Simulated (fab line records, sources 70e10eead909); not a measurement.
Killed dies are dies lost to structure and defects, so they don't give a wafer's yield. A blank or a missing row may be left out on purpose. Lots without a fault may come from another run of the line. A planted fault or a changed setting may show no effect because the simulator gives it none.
Which tool did it? | flow nand_harc | 7 lots, 21 wafers sampled, at 3 steps of a route of 1159

WHAT THE GAUGES READ, wafer by wafer
NHARC_A_ONON_D1_THK_MEAS_11: measures by ellipsometry.
lot  | measured     | on            | thk_nm (nm)
L414 | day 8 10:38  | film_metro-01 | 982 981 982
L417 | day 8 22:04  | film_metro-02 | 1003 999 1001
L419 | day 9 09:49  | film_metro-01 | 989 987 988
L421 | day 9 20:59  | film_metro-02 | 1014 1014 1011
L427 | day 11 05:44 | film_metro-01 | 1012 1012 1011
L429 | day 11 19:43 | film_metro-02 | 998 997 998
L435 | day 13 06:25 | film_metro-02 | 1002 1003 1003

WHICH TOOL RAN EACH LOT (tool, then ch and the chambers of the sampled wafers, then the start)
lot  | NHARC_P_BONDPAD_ANNEAL_28        | NHARC_A_ONON_D1_DEP_09
L414 | rtp_anneal-01 ch 0, day 7 07:38  | pecvd_onon-03 ch 0, day 8 10:08
L417 | rtp_anneal-02 ch 0, day 7 16:40  | pecvd_onon-04 ch 0, day 8 21:36
L419 | rtp_anneal-02 ch 0, day 8 05:26  | pecvd_onon-03 ch 0, day 9 09:18
L421 | rtp_anneal-01 ch 0, day 8 18:38  | pecvd_onon-03 ch 0, day 9 20:32
L427 | rtp_anneal-02 ch 0, day 10 02:58 | pecvd_onon-02 ch 0, day 11 05:13
L429 | rtp_anneal-01 ch 0, day 10 18:58 | pecvd_onon-02 ch 0, day 11 19:14
L435 | rtp_anneal-01 ch 0, day 12 03:08 | pecvd_onon-04 ch 0, day 13 06:01
- NHARC_P_BONDPAD_ANNEAL_28: time 90 s.
- NHARC_A_ONON_D1_DEP_09: target thk 1000 nm.

THE ANSWER, worked out from the rows above alone
Rule: what is usual is taken from the lots themselves. Put in order of their means at a reading, lots are off if they are a third of the lots or fewer, leave a main group of 4 or more, and stand apart from it by a gap of 3 or more times the standard deviation of the main group's means; of several such gaps the widest counts. A main group whose means are all the same, to the digits that the tables above print for the reading, isn't used. A lot without any number at a reading at which 4 lots or more have one is off too. The other lots that the step has rows for count as sound.
No lot is off at any reading shown: from this, nothing can be told.

WHAT THE SIMULATOR HAD PUT IN
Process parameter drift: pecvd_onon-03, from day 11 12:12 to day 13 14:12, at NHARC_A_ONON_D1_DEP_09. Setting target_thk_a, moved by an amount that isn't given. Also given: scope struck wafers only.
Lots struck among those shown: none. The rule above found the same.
